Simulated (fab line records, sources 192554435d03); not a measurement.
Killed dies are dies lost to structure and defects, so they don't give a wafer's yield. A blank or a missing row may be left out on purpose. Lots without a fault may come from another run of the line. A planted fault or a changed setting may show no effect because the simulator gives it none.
Split-lot experiment | flow n5_finfet | 7 lots, 21 wafers read, on a route of 1938 steps

THE SPLIT
At N5_MIM_BOT_LITHO_EXPOSE_05 (exposes mask MIM BOT), the setting dose_mj was moved away from the recipe's 24.25 on 9 of the 21 wafers read, by -7.4% to -2.8%. The other wafers ran this setting at the recipe's value.

FROM THE SPLIT TO THE READING: what the file shows between them, 3 steps
- N5_MIM_BOT_LITHO_PEB_06
- N5_MIM_BOT_LITHO_DEVELOP_07: develop time 60 s
- N5_MIM_BOT_LITHO_HARDBAKE_09: time 120 s

THE READING
cd_nm, in nm, at N5_MIM_BOT_LITHO_CD_MEAS_08 (target cd 3000 nm). Fault-free wafers of this fab line usually give 2999.7 nm, standard deviation 1.8 nm.

wafer  | tool, chamber at the split | dose_mj as run | against the recipe | cd_nm, nm | against lot-mates on the recipe
L074.1 | krf_scanner-02, 0          | 22.45          | -7.4%              | 2985.8    | -11.0
L074.3 | krf_scanner-02, 0          | 24.25          | recipe             | 2996.8    | -
L074.4 | krf_scanner-02, 0          | 22.45          | -7.4%              | 2980.4    | -16.4
L077.1 | krf_scanner-01, 0          | 24.25          | recipe             | 2999.6    | -
L077.2 | krf_scanner-01, 0          | 23.3           | -3.9%              | 2992.7    | -7.0
L077.4 | krf_scanner-01, 0          | 24.25          | recipe             | 2999.8    | -
L080.3 | krf_scanner-01, 0          | 23.04          | -5.0%              | 2991.4    | -8.2
L080.4 | krf_scanner-01, 0          | 23.04          | -5.0%              | 2988.6    | -11.0
L080.5 | krf_scanner-01, 0          | 24.25          | recipe             | 2999.6    | -
L085.2 | krf_scanner-02, 0          | 24.25          | recipe             | 3001.1    | -
L085.3 | krf_scanner-02, 0          | 24.25          | recipe             | 3000.9    | -
L085.4 | krf_scanner-02, 0          | 24.25          | recipe             | 3000.1    | -
L092.1 | krf_scanner-01, 0          | 22.57          | -6.9%              | 2986.8    | -13.8
L092.2 | krf_scanner-01, 0          | 22.57          | -6.9%              | 2985.4    | -15.2
L092.4 | krf_scanner-01, 0          | 24.25          | recipe             | 3000.6    | -
L093.1 | krf_scanner-02, 0          | 23.58          | -2.8%              | 2993.7    | -5.7
L093.3 | krf_scanner-02, 0          | 23.58          | -2.8%              | 2993.0    | -6.4
L093.4 | krf_scanner-02, 0          | 24.25          | recipe             | 2999.4    | -
L095.1 | krf_scanner-01, 0          | 24.25          | recipe             | 2998.8    | -
L095.2 | krf_scanner-01, 0          | 24.25          | recipe             | 3000.9    | -
L095.5 | krf_scanner-01, 0          | 24.25          | recipe             | 3000.1    | -

THE FIT
A straight line over all 21 wafers: cd_nm changes by +2.09 nm for each +1% of dose_mj; r = +0.97; the points scatter about the line by 1.5 nm.
The same after taking each lot's own level away (the mean of its wafers on the recipe; 21 wafers): +1.95 nm for each +1%; r = +0.98; scatter 1.2 nm.
On that fit, the largest move of dose_mj shifts the reading by 14 nm.
The lots' own levels span 2996.80 to 3000.70 nm, that is 2.2 times the standard deviation above.
So the lot-to-lot level changes the slope little: the two slopes agree.
Check: with one of the wafers moved furthest among these (-7.4%) left out of the fit, the line predicts -15.4 nm for it against its lot-mates. It came out at -11 nm against them.

OTHER SPLITS ON THESE WAFERS
These wafers also went through other splits before the reading. Each is held against what the fit with the lots' levels taken away leaves over:
other split on the same wafers | wafers away from the commonest value | r with cd_nm (lot level and that fit taken away)
N5_BEOL_M14_EXPOSE_25 dose_mj  | 11                                   | +0.19
N5_BEOL_M15_SPUTTER_43 power_w | 9                                    | +0.09

THE FILE'S OWN FIT
cd_nm changes by +1.95 nm for each +1% of dose_mj, r = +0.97.
